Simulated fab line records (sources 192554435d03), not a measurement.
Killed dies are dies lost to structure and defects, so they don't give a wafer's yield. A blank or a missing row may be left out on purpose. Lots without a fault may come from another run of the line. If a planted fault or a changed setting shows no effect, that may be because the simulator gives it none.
Chamber matching -- flow n5Finfet -- N5_SPACER0_ALD_08 on aldSin-01: 4 sister chambers
The step deposits SiNx, target thk 2 nm. 8 wafers are shown with their chamber, then 12 later ones without.

## EACH WAFER AND ITS CHAMBER
wafer,chamber,heaterPowerOuterW (W),heaterPowerW (W)
L080.6,0,443,771
L083.3,1,534,837
L083.4,2,417,697
L085.5,3,459,798
L085.6,0,447,773
L086.4,1,545,869
L086.5,3,455,803
L086.6,2,433,721

## WAFERS WITHOUT THEIR CHAMBER
wafer,heaterPowerOuterW (W),heaterPowerW (W)
L092.3,469,784
L092.4,422,718
L092.5,428,694
L095.1,465,803
L095.3,423,715
L095.4,455,738
L096.2,526,871
L096.3,465,806
L096.6,448,764
L097.3,454,755
L097.5,429,736
L097.6,555,850

## THE CHAMBER EACH PASSED THROUGH
wafer,from the rows above,in truth
L092.3,can't be placed: 3 or 0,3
L092.4,2,2
L092.5,2,2
L095.1,3,3
L095.3,2,2
L095.4,can't be placed: 0 or 3 or 2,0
L096.2,1,1
L096.3,3,3
L096.6,0,0
L097.3,can't be placed: 0 or 3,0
L097.5,can't be placed: 2 or 0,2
L097.6,1,1
Correct placement for 8 of the 12. Can't be placed from these rows: 4 (the true chamber is among the candidates in 4). 0 placed wrongly.
How it was worked out, from the rows above alone: a wafer's distance from a chamber is the root of the sum, over the readings, of the square of ((its reading less the chamber's mean) divided by the reading's scatter). The wafer belongs to the nearest chamber; if the next one is less than 2 further off, it can't be placed. The mean given for a chamber averages the wafers shown for that chamber. The scatter: the root of (the sum of the squares of (reading less its chamber's mean) over the shown wafers, divided by (wafers less chambers)).
